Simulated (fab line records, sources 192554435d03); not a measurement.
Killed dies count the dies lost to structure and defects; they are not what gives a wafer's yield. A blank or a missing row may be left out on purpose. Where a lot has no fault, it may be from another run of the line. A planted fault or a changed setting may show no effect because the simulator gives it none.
The same fault as seen by 2 desks | flow n5 finfet | only its own numbers are on each desk; what lay behind them is given at the end

== METROLOGY DESK ==
What the gauges read, lot by lot, whatever tool the lot ran on: means of the sampled wafers that have a number. Any lot whose mean is over 4 standard deviations away from the usual mean is out of limits and marked OUT; that distance is given in the brackets.
Columns: A = cd nm at N5_BEOL_M14_CD_MEAS_17, usual 251.2 nm
lot  | first seen here | A
L628 | day 11 20:48    | 250.1
L626 | day 11 22:35    | 251.3
L627 | day 11 22:50    | 250.4
L629 | day 12 12:22    | 252.0
L631 | day 13 04:47    | 252.5
L633 | day 13 07:36    | 253.4
L632 | day 13 08:22    | 250.0
L634 | day 13 12:18    | 251.5
L636 | day 14 00:36    | 251.4
L638 | day 15 11:01    | 254.5
L647 | day 18 08:01    | 252.4
Finding of this desk: none of the 11 lots has anything out of limits.

== DESK OF THE TOOL OWNER: pecvd-01 ==
The tool's own readings at N5_BEOL_M6_ILD_DEP_00 (deposits SiCOH lowk from DEMS/porogen, target thk 179.75 nm, time 33.4 s): means of the sampled wafers that have a number, for each lot that ran on this tool. Any lot whose mean is over 4 standard deviations away from the usual mean is out of limits and marked OUT; that distance is given in the brackets.
Columns: A = heater power outer w at N5_BEOL_M6_ILD_DEP_00, usual 139 W; B = heater power w at N5_BEOL_M6_ILD_DEP_00, usual 310 W; C = showerhead plenum p Torr at N5_BEOL_M6_ILD_DEP_00, usual 5.744 Torr; D = showerhead vpp V at N5_BEOL_M6_ILD_DEP_00, usual 1399 V; E = throttle valve pct at N5_BEOL_M6_ILD_DEP_00, usual 13.8 %
lot  | first seen here | A   | B   | C     | D    | E
L626 | day 8 19:36     | 152 | 329 | 5.740 | 1418 | 13.9
L628 | day 9 00:49     | 163 | 338 | 5.742 | 1410 | 13.9
L627 | day 9 06:44     | 182 | 379 | 5.744 | 1423 | 13.9
L629 | day 9 18:05     | 158 | 328 | 5.735 | 1412 | 14.1
L631 | day 10 01:12    | 154 | 320 | 5.729 | 1411 | 14.1
L632 | day 10 08:11    | 142 | 308 | 5.738 | 1410 | 13.9
L634 | day 10 10:07    | 163 | 346 | 5.736 | 1397 | 14.2
L647 | day 15 09:09    | 124 | 299 | 5.745 | 1429 | 14.0
Finding of this desk: none of the 8 lots has anything out of limits.

== BROUGHT TOGETHER ==
Metrology desk: nothing out of limits seen.
The tool owner's desk saw nothing out of limits.

== WHAT THE SIMULATOR HAD PUT IN ==
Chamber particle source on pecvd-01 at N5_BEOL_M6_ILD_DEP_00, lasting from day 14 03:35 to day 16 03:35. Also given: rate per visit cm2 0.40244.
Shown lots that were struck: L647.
